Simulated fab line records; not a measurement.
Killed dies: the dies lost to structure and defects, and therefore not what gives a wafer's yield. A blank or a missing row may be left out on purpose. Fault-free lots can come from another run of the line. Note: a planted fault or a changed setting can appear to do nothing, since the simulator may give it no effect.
Matching of chambers | flow nandHarc | aldHk-01 running NHARC_A_CHANNEL_FILL_D1_ALD_25: 4 sister chambers
The step deposits SiOx, target thk 60 nm, pulse time 10 s, ald cycles 600. 18 wafers are shown with their chamber, then 9 later ones without.

## EACH WAFER AND ITS CHAMBER
wafer  | chamber | heaterPowerW (W) | precursorPulseHeightRel
L079.4 | 2       | 555              | 1.012
L079.1 | 1       | 476              | 0.978
L079.6 | 2       | 567              | 1.010
L080.2 | 0       | 486              | 1.031
L080.4 | 3       | 436              | 1.039
L080.5 | 1       | 488              | 1.020
L083.1 | 2       | 551              | 1.006
L083.2 | 1       | 473              | 0.977
L083.5 | 3       | 426              | 1.010
L084.2 | 2       | 551              | 0.987
L084.1 | 3       | 440              | 0.985
L084.4 | 1       | 475              | 1.010
L087.1 | 1       | 488              | 0.970
L087.3 | 2       | 560              | 0.980
L087.5 | 1       | 485              | 1.005
L090.4 | 0       | 503              | 1.016
L090.1 | 3       | 432              | 0.986
L090.6 | 0       | 496              | 0.988

SIGNATURES (averages over the wafers above)
reading                 | chamber 0 | chamber 1 | chamber 2 | chamber 3 | scatter within a chamber
heaterPowerW            | 495.00    | 480.83    | 556.80    | 433.50    | 6.95
precursorPulseHeightRel | 1.01167   | 0.99333   | 0.99900   | 1.00500   | 0.0205
Rule: a wafer lies at a distance from a chamber equal to the root of the sum of squares, over the readings, of (its reading less the chamber's mean, divided by the reading's scatter). If the next closest chamber is less than 2 further off than the closest, the wafer can't be placed; otherwise it belongs to the closest. The scatter: take each reading less its chamber's mean, square it, sum over the shown wafers, divide by the number of wafers less the number of chambers, and take the root.

## WAFERS MISSING THEIR CHAMBER
wafer  | heaterPowerW (W) | precursorPulseHeightRel
L093.1 | 484              | 1.011
L093.4 | 424              | 1.036
L093.5 | 484              | 0.963
L092.1 | 496              | 1.042
L092.3 | 430              | 0.986
L092.4 | 473              | 0.977
L094.4 | 500              | 1.005
L094.2 | 426              | 0.998
L094.6 | 477              | 0.994

## CHAMBER TAKEN BY EACH
wafer  | from the rows above     | in truth
L093.1 | can't be placed: 1 or 0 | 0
L093.4 | 3                       | 3
L093.5 | can't be placed: 1 or 0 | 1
L092.1 | can't be placed: 0 or 1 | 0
L092.3 | 3                       | 3
L092.4 | 1                       | 1
L094.4 | 0                       | 0
L094.2 | 3                       | 3
L094.6 | 1                       | 1
6 of 9 placed correctly. Unplaceable from these rows: 3, with the true chamber sitting among the candidates in 3. 0 placed wrongly.
